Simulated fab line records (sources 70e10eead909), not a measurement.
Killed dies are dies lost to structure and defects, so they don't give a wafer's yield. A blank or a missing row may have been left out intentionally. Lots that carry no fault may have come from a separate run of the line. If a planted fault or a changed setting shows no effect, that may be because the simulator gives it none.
A struck lot beside a sound one	flow nand-harc	15 out of 1302 route steps
Sound: the wafers L127.1, L127.2, L127.6. Wafers struck: L118.1, L118.2, L118.6. The cause is given at the end.
For every step that has rows: the tool of each side, followed by ch and its chambers, followed by its first start. Under that, the readings that differ: sound wafers	struck wafers	difference of the means	sigmas: that difference in standard deviations of wafers without a fault.
alike: a reading whose means differ by less than 2 such deviations, as well as words and numbers matching on both sides. not compared: withheld readings; readings where some wafer has no value; bounds like >300 that might hide an equal value; numbers whose values overlap and for which the record gives no deviation.
The two part at a step that has a row with sigmas, a row that says differs or no value, or rows on one side only. Non-overlapping numbers with no deviation appear without sigmas and do not part them. A reading that every wafer of one side lacks parts them only if that side has two wafers or more.

first, 4 steps without rows for these wafers: NHARC_THIN_TSV_EBR_29; NHARC_THIN_TSV_EXPOSE_30 (exposes mask PAD); NHARC_THIN_TSV_PEB_31 (peb time 85 s); NHARC_THIN_TSV_DEVELOP_32 (time 70 s).
NHARC_THIN_TSV_CD_MEAS_33: target cd 5000 nm.
  sound on cd-sem-01 ch 0, day 33 03:44; struck on cd-sem-01 ch 0, day 28 15:32
  alike: cd-nm
then, 1 step without rows for these wafers: NHARC_THIN_TSV_HARDBAKE_34 (time 80 s).
NHARC_THIN_TSV_DESCUM_35: chemistry O2, time 3 s.
  sound on rie-diel-08 ch 1,3, day 33 03:55; struck on rie-diel-07 ch 2,3, day 28 15:41
reading	sound	struck	difference	sigmas
showerhead-plenum-p-Torr (Torr)	1.80 1.79 1.80	1.82 2.05 2.05	+0.18	+2
  alike: drypump-motor-current-A, oes-product-au, rf-vpp-V, throttle-valve-pct
  not compared: rf-hours-counter-h
NHARC_THIN_TSV_ETCH_59: etches the open film in Cl2/BCl3, target depth 880 nm, time 138.1 s.
  sound on rie-metal-03 ch 0,1, day 33 04:02; struck on rie-metal-03 ch 0,1, day 28 15:49
  alike: bias-w, drypump-motor-current-A, mfc-cl2-sccm, oes-product-au, throttle-valve-pct
  not compared: rf-hours-counter-h
NHARC_THIN_TSV_ETCH_36: etches the open film in Cl2/BCl3, target depth 65 nm, time 18.571 s.
  sound on rie-metal-03 ch 0,1, day 33 04:17; struck on rie-metal-03 ch 0,1, day 28 16:05
  alike: drypump-motor-current-A, oes-product-au
  not compared: rf-hours-counter-h
NHARC_THIN_TSV_STRIP_56: strips in O2.
  sound on plasma-asher-02 ch 0,1, day 33 04:23; struck on plasma-asher-02 ch 0,1, day 28 16:10
  alike: drypump-motor-current-A, heater-power-w
  not compared: rf-hours-counter-h
then, 1 step without rows for these wafers: NHARC_THIN_TSV_STRIP_57 (strips in post etch residue remover, time 1200 s).
NHARC_THIN_TSV_CD_MEAS_37:
  sound: cd-sem-01 at day 33 05:11; struck: cd-sem-02 at day 28 16:58
reading	sound	struck	difference	sigmas
cd-nm (nm)	5004.6 5001.0 5000.6	4999.5 4993.6 4993.3	-6.6	-2
NHARC_THIN_TSV_ANNEAL_58: time 1800 s.
  sound on furnace-07 ch 0, day 33 08:16; struck on furnace-07 ch 0, day 28 19:47
reading	sound	struck	difference	sigmas
spike-tc-bottom-C (C)	416 417 415	440 440 440	+24	+7
spike-tc-centre-C (C)	397.6 399.3 397.6	422.8 422.2 422.4	+24.3	+16
spike-tc-lower-C (C)	401.9 400.6 400.9	423.6 426.0 423.8	+23.3	+25
spike-tc-top-C (C)	427.4 427.8 427.5	450.4 449.7 451.4	+22.9	+16
spike-tc-upper-C (C)	399.7 397.8 397.7	423.5 421.1 422.2	+23.9	+16
NHARC_THIN_TSV_INSPECT_40:
  sound: defect-inspect-02 at day 33 09:42; struck: defect-inspect-01 at day 28 21:14
  alike: raw-defect-count
NHARC_END_SORT_01:
  sound on prober-01 ch 0, day 33 12:44; struck on prober-02 ch 0, day 29 00:14
  alike: defect-limited-yield, killed-at-array, killed-at-other, killed-at-periphery, killed-dies, killed-open, killed-short, sort_bin_2_pct, sort_bin_3_pct, sort_bin_4_pct, sort-n-pass, sort-rim-yield-pct, sort-yield-pct

== WHERE THEY PART ==
At NHARC_THIN_TSV_DESCUM_35 first; at NHARC_THIN_TSV_ANNEAL_58 last (within this record only). Later steps at which nothing parts them and some readings are alike: NHARC_THIN_TSV_INSPECT_40, NHARC_END_SORT_01.

WHY: what the simulator had put in
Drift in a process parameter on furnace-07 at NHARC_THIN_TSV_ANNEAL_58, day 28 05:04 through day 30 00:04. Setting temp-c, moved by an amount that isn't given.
